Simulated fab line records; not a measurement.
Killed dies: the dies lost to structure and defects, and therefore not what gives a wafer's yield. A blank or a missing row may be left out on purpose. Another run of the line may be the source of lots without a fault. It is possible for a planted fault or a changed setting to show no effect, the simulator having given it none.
2 desks looking at one fault + flow n5_finfet + numbers are kept per desk, each desk with only its own; the story behind them comes last

== THE METROLOGY DESK ==
Means of the sampled wafers that have a number, per lot and without regard to the tool the lot ran on: this is what the gauges read. Marked OUT: a lot whose mean sits more than 4 standard deviations from the usual mean, which makes it out of limits; the brackets give that distance. Readings shown: 7 of its 11, picked as those furthest out on some lot.
Columns: A = M2_ILD_THK at N5_BEOL_M2_THK_MEAS_01, usual 78.9 nm; B = IOFF_N at N5_BEOL_M4_RC_MEAS_101, usual 0.16 nA/um; C = IOFF_P at N5_BEOL_M4_RC_MEAS_101, usual 0.21 nA/um; D = ION_N at N5_BEOL_M4_RC_MEAS_101, usual 675 uA/um; E = SS_P at N5_BEOL_M4_RC_MEAS_101, usual 73.4 mV/dec; F = VT_N at N5_BEOL_M4_RC_MEAS_101, usual 249 mV; G = VT_P at N5_BEOL_M4_RC_MEAS_101, usual -252 mV
| lot  | first seen here | A    | B    | C    | D   | E    | F   | G    |
|------|-----------------|------|------|------|-----|------|-----|------|
| L446 | day 6 14:57     | 79.8 | 0.17 | 0.20 | 674 | 73.5 | 247 | -252 |
| L448 | day 6 20:35     | 76.1 | 0.20 | 0.27 | 685 | 73.7 | 246 | -245 |
| L454 | day 8 10:41     | 75.8 | 0.26 | 0.30 | 698 | 74.7 | 242 | -244 |
| L456 | day 8 22:28     | 74.7 | 0.19 | 0.25 | 690 | 74.2 | 246 | -252 |
| L458 | day 9 16:37     | 75.8 | 0.14 | 0.17 | 672 | 73.2 | 251 | -254 |
| L460 | day 10 05:39    | 78.8 | 0.17 | 0.22 | 676 | 73.5 | 249 | -252 |
| L461 | day 10 08:01    | 77.9 | 0.15 | 0.16 | 670 | 72.9 | 250 | -259 |
| L462 | day 10 13:26    | 79.3 | 0.17 | 0.21 | 671 | 73.6 | 249 | -251 |
| L465 | day 11 12:35    | 79.6 | 0.16 | 0.21 | 678 | 73.1 | 248 | -251 |
| L466 | day 11 15:38    | 78.5 | 0.14 | 0.19 | 670 | 72.9 | 252 | -254 |
| L467 | day 11 23:41    | 80.4 | 0.18 | 0.24 | 689 | 73.5 | 248 | -247 |
Finding of this desk: none of the 11 lots has anything out of limits.

== AT THE TOOL OWNER'S DESK: pecvd-03 ==
The tool's own readings at N5_BEOL_M2_ILD_DEP_00 (deposits SiOC from DEMS/O2, target thk 79 nm, time 15.3 s): means of the sampled wafers that have a number, for each lot that ran on this tool. Marked OUT: a lot whose mean sits more than 4 standard deviations from the usual mean, which makes it out of limits; the brackets give that distance.
Columns: A = heater_power_w at N5_BEOL_M2_ILD_DEP_00, usual 475 W; B = showerhead_plenum_p_Torr at N5_BEOL_M2_ILD_DEP_00, usual 5.687 Torr; C = throttle_valve_pct at N5_BEOL_M2_ILD_DEP_00, usual 11.8 %
| lot  | first seen here | A   | B     | C    |
|------|-----------------|-----|-------|------|
| L454 | day 8 10:38     | 472 | 5.689 | 11.6 |
| L456 | day 8 22:23     | 484 | 5.679 | 11.8 |
| L458 | day 9 16:32     | 413 | 5.675 | 11.2 |
Finding of this desk: none of the 3 lots has anything out of limits.

== TAKEN TOGETHER ==
At the metrology desk, nothing out of limits was observed.
The desk of the tool owner found nothing out of limits.

== WHAT THE SIMULATOR HAD PUT IN ==
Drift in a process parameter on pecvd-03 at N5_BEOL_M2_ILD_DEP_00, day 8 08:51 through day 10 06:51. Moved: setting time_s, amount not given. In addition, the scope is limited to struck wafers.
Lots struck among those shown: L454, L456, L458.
